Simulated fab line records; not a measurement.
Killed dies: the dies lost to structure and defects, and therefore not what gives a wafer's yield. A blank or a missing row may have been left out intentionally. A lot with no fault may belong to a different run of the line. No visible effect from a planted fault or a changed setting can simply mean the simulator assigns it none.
Chamber matching | flow nandHarc | rieDiel-01 running NHARC_A_CHANNEL_HOLE_D1_ETCH_44: 4 sister chambers
The step etches the open film in CF4/O2, target depth 140 nm, overetch 14 nm, time 77 s. 7 wafers are shown with their chamber, then 7 later ones without.

## WAFERS, EACH WITH ITS CHAMBER
wafer  | chamber | showerheadPlenumPTorr (Torr) | rfVppV (V)
L657.1 | 1       | 1.27                         | 197.5
L657.3 | 0       | 1.33                         | 197.5
L657.5 | 2       | 1.27                         | 196.4
L660.2 | 2       | 1.26                         | 195.1
L660.5 | 3       | 1.37                         | 197.2
L667.1 | 3       | 1.37                         | 199.1
L667.3 | 1       | 1.27                         | 197.1

## WAFERS WHOSE CHAMBER IS MISSING
wafer  | showerheadPlenumPTorr (Torr) | rfVppV (V)
L667.4 | 1.33                         | 197.8
L671.1 | 1.33                         | 195.9
L671.3 | 1.27                         | 196.1
L671.4 | 1.37                         | 198.2
L672.3 | 1.33                         | 196.6
L672.4 | 1.37                         | 200.5
L672.6 | 1.27                         | 196.2

## EACH ONE'S CHAMBER
wafer  | from the rows above     | in truth
L667.4 | 0                       | 0
L671.1 | 0                       | 0
L671.3 | can't be placed: 1 or 2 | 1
L671.4 | 3                       | 3
L672.3 | 0                       | 0
L672.4 | 3                       | 3
L672.6 | can't be placed: 1 or 2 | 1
5 of 7 placed correctly. From these rows, 2 cannot be placed; in 2 the true chamber is one of the candidates. Placed wrongly: 0.
How it was worked out, from the rows above alone: a wafer's distance from a chamber is the root of the sum, over the readings, of the square of ((its reading less the chamber's mean) divided by the reading's scatter). If the next closest chamber is less than 2 further off than the closest, the wafer can't be placed; otherwise it belongs to the closest. For every chamber, the mean is computed from those of its wafers that are shown. The scatter is the square root of a quotient: the sum, over the shown wafers, of each reading's squared deviation from its chamber's mean, divided by wafers minus chambers.
